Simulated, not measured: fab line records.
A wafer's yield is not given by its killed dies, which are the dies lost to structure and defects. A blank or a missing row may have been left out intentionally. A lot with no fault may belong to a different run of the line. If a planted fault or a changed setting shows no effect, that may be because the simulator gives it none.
Chamber matching    flow n5_finfet    N5_BEOL_M12_ETCH_38 on rie_diel-03: 4 sister chambers
The step etches SiCN in CF4/N2, target depth 68.7 nm, time 73.4 s. 18 wafers are shown with their chamber, then 9 later ones without.

WAFERS, EACH WITH ITS CHAMBER
wafer   chamber  drypump_motor_current_A (A)  showerhead_plenum_p_Torr (Torr)  throttle_valve_pct (%)
L075.1  3        5.8                          2.18                             15.70
L075.2  2        5.8                          2.26                             15.48
L075.3  0        6.5                          2.25                             15.61
L075.4  1        5.5                          2.28                             15.38
L075.5  2        5.8                          2.26                             15.46
L075.6  1        5.5                          2.28                             15.38
L076.3  2        5.8                          2.26                             15.46
L076.4  1        5.5                          2.28                             15.39
L076.5  3        5.9                          2.18                             15.73
L079.2  1        5.5                          2.28                             15.41
L079.4  0        6.5                          2.24                             15.64
L079.6  3        5.9                          2.18                             15.72
L081.4  3        5.9                          2.18                             15.73
L081.5  3        5.8                          2.18                             15.74
L081.6  2        5.8                          2.25                             15.48
L087.2  1        5.5                          2.27                             15.44
L087.4  0        6.5                          2.24                             15.66
L087.6  3        5.9                          2.18                             15.75

SIGNATURES (averages over the wafers above)
reading                   chamber 0  chamber 1  chamber 2  chamber 3  scatter within a chamber
drypump_motor_current_A   6.500      5.500      5.800      5.867      0.0309
showerhead_plenum_p_Torr  2.2433     2.2780     2.2575     2.1800     0.00398
throttle_valve_pct        15.6367    15.4000    15.4700    15.7283    0.0203
Rule: for a wafer and a chamber, the distance is found by dividing, reading by reading, the gap between the wafer's reading and the chamber's mean by the reading's scatter, squaring, summing and taking the root. The wafer belongs to the nearest chamber; if the next one is less than 2 further off, it can't be placed. How the scatter is found: for the shown wafers, subtract from each reading the mean of its chamber, square and add these, divide the total by (wafers less chambers), then take the root.

WAFERS WHOSE CHAMBER IS MISSING
wafer   drypump_motor_current_A (A)  showerhead_plenum_p_Torr (Torr)  throttle_valve_pct (%)
L094.1  5.5                          2.27                             15.44
L094.4  5.5                          2.27                             15.46
L094.6  6.5                          2.23                             15.69
L095.2  6.5                          2.23                             15.70
L095.5  6.5                          2.23                             15.71
L095.6  5.6                          2.27                             15.47
L096.2  5.5                          2.27                             15.46
L096.4  5.5                          2.26                             15.49
L096.5  5.5                          2.26                             15.46

WHICH CHAMBER EACH WENT THROUGH
wafer   from the rows above  in truth
L094.1  1                    1
L094.4  1                    1
L094.6  0                    0
L095.2  0                    0
L095.5  0                    0
L095.6  1                    1
L096.2  1                    1
L096.4  1                    1
L096.5  1                    1
Correctly placed: 9 of 9. Not placeable from these rows: 0. Placed wrongly: 0.
